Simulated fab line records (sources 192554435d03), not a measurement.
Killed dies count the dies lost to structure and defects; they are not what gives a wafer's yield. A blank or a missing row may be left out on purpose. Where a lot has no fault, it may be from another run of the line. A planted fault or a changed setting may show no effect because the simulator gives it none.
What tool caused it? | flow n5_finfet | 11 lots, 33 wafers sampled, at 5 steps of a route of 1938

== WHAT THE GAUGES SHOWED, per wafer ==
N5_SD_EPI_P_OVL_MEAS_10.
lot  | measured    | on         | SD_P_BLK_OVL (nm)
L502 | day 3 04:40 | overlay-02 | 1.1 -1.4 0.3
L504 | day 3 20:38 | overlay-02 | 0.3 -0.3 0.3
L507 | day 4 11:59 | overlay-01 | 0.5 -0.4 -0.4
L508 | day 4 17:05 | overlay-01 | -1.3 0.6 -1.0
L517 | day 6 23:57 | overlay-02 | 72.2 70.9 71.7
L518 | day 7 05:13 | overlay-01 | 73.1 72.1 72.7
L520 | day 7 16:29 | overlay-01 | -1.2 0.1 -0.1
L521 | day 7 23:02 | overlay-01 | -0.6 0.4 0.0
L522 | day 8 07:57 | overlay-01 | -0.3 0.7 -0.5
L523 | day 8 11:02 | overlay-02 | 0.2 -0.2 0.6
L524 | day 8 19:03 | overlay-02 | -0.5 -0.4 -1.1

== TOOL THAT RAN EACH LOT (tool first, then ch and the chambers of the sampled wafers, then the start) ==
lot  | N5_SD_EPI_N_ETCHBACK_44           | N5_SD_EPI_N_STRIP_38                | N5_SD_EPI_N_VAPOR_ETCH_50      | N5_SD_EPI_P_EXPOSE_06
L502 | rie_diel-01 ch 0,3, day 3 00:50   | plasma_asher-01 ch 0,1, day 3 01:11 | epi_rpcvd-03 ch 0, day 3 01:54 | arfi_scanner-02 ch 0, day 3 04:30
L504 | rie_diel-04 ch 0,2, day 3 16:39   | plasma_asher-02 ch 0,1, day 3 17:02 | epi_rpcvd-01 ch 0, day 3 17:47 | arfi_scanner-01 ch 0, day 3 20:30
L507 | rie_diel-03 ch 0,1,2, day 4 08:02 | plasma_asher-01 ch 0,1, day 4 08:23 | epi_rpcvd-02 ch 0, day 4 09:07 | arfi_scanner-02 ch 0, day 4 11:50
L508 | rie_diel-01 ch 0,1, day 4 13:15   | plasma_asher-02 ch 0,1, day 4 13:38 | epi_rpcvd-01 ch 0, day 4 14:23 | arfi_scanner-02 ch 0, day 4 16:56
L517 | rie_diel-03 ch 1,3, day 6 20:07   | plasma_asher-02 ch 1, day 6 20:29   | epi_rpcvd-03 ch 0, day 6 21:14 | arfi_scanner-02 ch 0, day 6 23:48
L518 | rie_diel-01 ch 0,2,3, day 7 01:23 | plasma_asher-01 ch 0,1, day 7 01:45 | epi_rpcvd-03 ch 0, day 7 02:28 | arfi_scanner-02 ch 0, day 7 05:04
L520 | rie_diel-03 ch 1,2,3, day 7 12:31 | plasma_asher-01 ch 0,1, day 7 12:54 | epi_rpcvd-03 ch 0, day 7 13:40 | arfi_scanner-03 ch 0, day 7 16:20
L521 | rie_diel-03 ch 0,2,3, day 7 19:03 | plasma_asher-01 ch 0,1, day 7 19:25 | epi_rpcvd-03 ch 0, day 7 20:08 | arfi_scanner-01 ch 0, day 7 22:52
L522 | rie_diel-01 ch 0,1,3, day 8 03:59 | plasma_asher-02 ch 0,1, day 8 04:21 | epi_rpcvd-01 ch 0, day 8 05:05 | arfi_scanner-03 ch 0, day 8 07:48
L523 | rie_diel-01 ch 0,2,3, day 8 07:03 | plasma_asher-01 ch 0,1, day 8 07:26 | epi_rpcvd-02 ch 0, day 8 08:13 | arfi_scanner-01 ch 0, day 8 10:53
L524 | rie_diel-04 ch 1,2,3, day 8 14:26 | plasma_asher-02 ch 0,1, day 8 14:48 | epi_rpcvd-03 ch 0, day 8 15:40 | arfi_scanner-01 ch 0, day 8 18:54
- N5_SD_EPI_N_ETCHBACK_44: etches SiNx in CH3F/O2, stops on SiO2, target depth 14.5 nm.
- N5_SD_EPI_N_STRIP_38: strips in N2/H2.
- N5_SD_EPI_N_VAPOR_ETCH_50: etches Si in HCl, time 54 s.
- N5_SD_EPI_P_EXPOSE_06: exposes mask SD P BLK, target cd 240 nm.

== AS READ BY THE TOOLS THEMSELVES (means over the sampled wafers that have a number; for cases with no such wafer, the mark the record gives instead) ==
N5_SD_EPI_N_ETCHBACK_44.
lot  | tool        | drypump_motor_current_A (A) | oes_product_au (a.u.) | rf_vpp_V (V) | showerhead_plenum_p_Torr (Torr) | throttle_valve_pct (%)
L502 | rie_diel-01 | 5.30                        | 0.63                  | 294          | 2.04                            | 16.32
L504 | rie_diel-04 | 5.49                        | 0.62                  | 292          | 1.99                            | 16.26
L507 | rie_diel-03 | 5.53                        | 0.60                  | 292          | 2.01                            | 16.53
L508 | rie_diel-01 | 5.42                        | 0.63                  | 298          | 2.01                            | 16.29
L517 | rie_diel-03 | 5.70                        | 0.63                  | 291          | 2.05                            | 16.49
L518 | rie_diel-01 | 5.45                        | 0.67                  | 292          | 1.97                            | 16.29
L520 | rie_diel-03 | 5.40                        | 0.70                  | 289          | 2.08                            | 16.39
L521 | rie_diel-03 | 5.41                        | 0.78                  | 291          | 2.07                            | 16.10
L522 | rie_diel-01 | 5.40                        | 0.66                  | 295          | 1.96                            | 16.25
L523 | rie_diel-01 | 5.44                        | 0.67                  | 293          | 1.97                            | 16.30
L524 | rie_diel-04 | 5.51                        | 0.61                  | 297          | 1.95                            | 16.32

N5_SD_EPI_N_STRIP_38.
lot  | tool            | drypump_motor_current_A (A) | heater_power_w (W) | oes_product_au (a.u.) | temp_c (C)
L502 | plasma_asher-01 | 6.2                         | 321                | 0.762                 | 250.15
L504 | plasma_asher-02 | 6.0                         | 360                | 0.759                 | 249.94
L507 | plasma_asher-01 | 6.1                         | 328                | 0.771                 | 250.05
L508 | plasma_asher-02 | 6.3                         | 355                | 0.754                 | 250.08
L517 | plasma_asher-02 | 6.7                         | 353                | 0.764                 | 249.73
L518 | plasma_asher-01 | 6.2                         | 329                | 0.770                 | 249.99
L520 | plasma_asher-01 | 6.2                         | 326                | 0.763                 | 249.90
L521 | plasma_asher-01 | 5.7                         | 307                | 0.768                 | 249.96
L522 | plasma_asher-02 | 6.0                         | 361                | 0.775                 | 250.04
L523 | plasma_asher-01 | 6.2                         | 324                | 0.758                 | 249.93
L524 | plasma_asher-02 | 6.3                         | 360                | 0.770                 | 250.06

N5_SD_EPI_N_VAPOR_ETCH_50.
lot  | tool         | throttle_valve_pct (%)
L502 | epi_rpcvd-03 | 11.5
L504 | epi_rpcvd-01 | 12.1
L507 | epi_rpcvd-02 | 12.1
L508 | epi_rpcvd-01 | 12.2
L517 | epi_rpcvd-03 | 11.5
L518 | epi_rpcvd-03 | 11.7
L520 | epi_rpcvd-03 | 11.7
L521 | epi_rpcvd-03 | 11.5
L522 | epi_rpcvd-01 | 12.5
L523 | epi_rpcvd-02 | 12.2
L524 | epi_rpcvd-03 | 11.5

N5_SD_EPI_P_EXPOSE_06.
lot  | tool            | reticle_temp_C (C)
L502 | arfi_scanner-02 | 22.96
L504 | arfi_scanner-01 | 22.86
L507 | arfi_scanner-02 | 22.82
L508 | arfi_scanner-02 | 23.08
L517 | arfi_scanner-02 | 22.92
L518 | arfi_scanner-02 | 22.90
L520 | arfi_scanner-03 | 22.90
L521 | arfi_scanner-01 | 22.86
L522 | arfi_scanner-03 | 22.98
L523 | arfi_scanner-01 | 23.02
L524 | arfi_scanner-01 | 22.96

== THE ANSWER, worked out from the rows above alone ==
Rule: usual is defined by the lots themselves. Put in order of their means at a reading, lots are off if they are a third of the lots or fewer, leave a main group of 4 or more, and stand apart from it by a gap of 3 or more times the standard deviation of the main group's means; of several such gaps the widest counts. The tables above print the reading to a certain number of digits; a main group whose means all agree to those digits is not used. A lot without any number at a reading at which 4 lots or more have one is off too. The other lots that the step has rows for count as sound. After the gauges, taken in route order, come the tools' own readings; for these a lot's mean is taken, as printed above. The first step at which some lot is off is used, and at that step the reading that is off furthest; a lot without a number counts as furthest.
Off: L517, L518, seen at N5_SD_EPI_P_OVL_MEAS_10 (SD_P_BLK_OVL). For the main group the mean is -0.2 nm and the standard deviation 0.28.
If a tool, at a process step before that reading, ran all the lots that are off and no sound lot after the first of them, it fits. Those tools and the gauges at N5_SD_EPI_P_OVL_MEAS_10 are tried in the same way. One fits: N5_SD_EPI_P_EXPOSE_06 on arfi_scanner-02. Its last sound lot is L508 (day 4 16:56), its first lot that is off L517 (day 6 23:48): a fault that began between those two fits.

== WHAT THE SIMULATOR HAD INSERTED ==
Scanner matching overlay: arfi_scanner-02, from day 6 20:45 on, at N5_SD_EPI_P_EXPOSE_06. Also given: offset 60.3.
Struck lots among those shown: L517, L518. The rule above reached the same finding.
